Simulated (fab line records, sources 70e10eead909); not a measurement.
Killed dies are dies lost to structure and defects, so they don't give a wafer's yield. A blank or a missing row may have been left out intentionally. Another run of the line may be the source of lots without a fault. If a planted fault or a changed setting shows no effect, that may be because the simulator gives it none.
Matching of chambers    flow nand-harc    NHARC_A_STAIRCASE_TRIM_20 on rie-diel-13: 4 sister chambers
The step chemistry O2, time 211.2 s. 8 wafers are shown with their chamber, then 8 later ones without.

## WAFERS, EACH WITH ITS CHAMBER
wafer   chamber  showerhead-plenum-p-Torr (Torr)  drypump-motor-current-A (A)
L074.4  3        3.35                             6.1
L080.4  2        3.80                             6.2
L082.5  0        3.36                             6.5
L082.6  1        3.66                             6.4
L084.3  2        3.79                             6.3
L084.4  1        3.66                             6.4
L084.6  0        3.36                             6.5
L085.3  3        3.34                             6.1

## WAFERS WITH NO CHAMBER GIVEN
wafer   showerhead-plenum-p-Torr (Torr)  drypump-motor-current-A (A)
L085.5  3.36                             6.4
L085.6  3.66                             6.4
L086.2  3.34                             6.1
L086.4  3.35                             6.5
L086.6  3.79                             6.3
L093.1  3.33                             6.1
L093.2  3.78                             6.3
L093.4  3.64                             6.4

## THE CHAMBER EACH PASSED THROUGH
wafer   from the rows above  in truth
L085.5  0                    0
L085.6  1                    1
L086.2  3                    3
L086.4  0                    0
L086.6  2                    2
L093.1  3                    3
L093.2  2                    2
L093.4  1                    1
8 of 8 placed correctly. From these rows, 0 cannot be placed. 0 placed wrongly.
How it was worked out, from the rows above alone: a wafer's distance from a chamber is the root of the sum, over the readings, of the square of ((its reading less the chamber's mean) divided by the reading's scatter). The wafer belongs to the nearest chamber; if the next one is less than 2 further off, it can't be placed. The mean given for a chamber averages the wafers shown for that chamber. How the scatter is found: for the shown wafers, subtract from each reading the mean of its chamber, square and add these, divide the total by (wafers less chambers), then take the root.
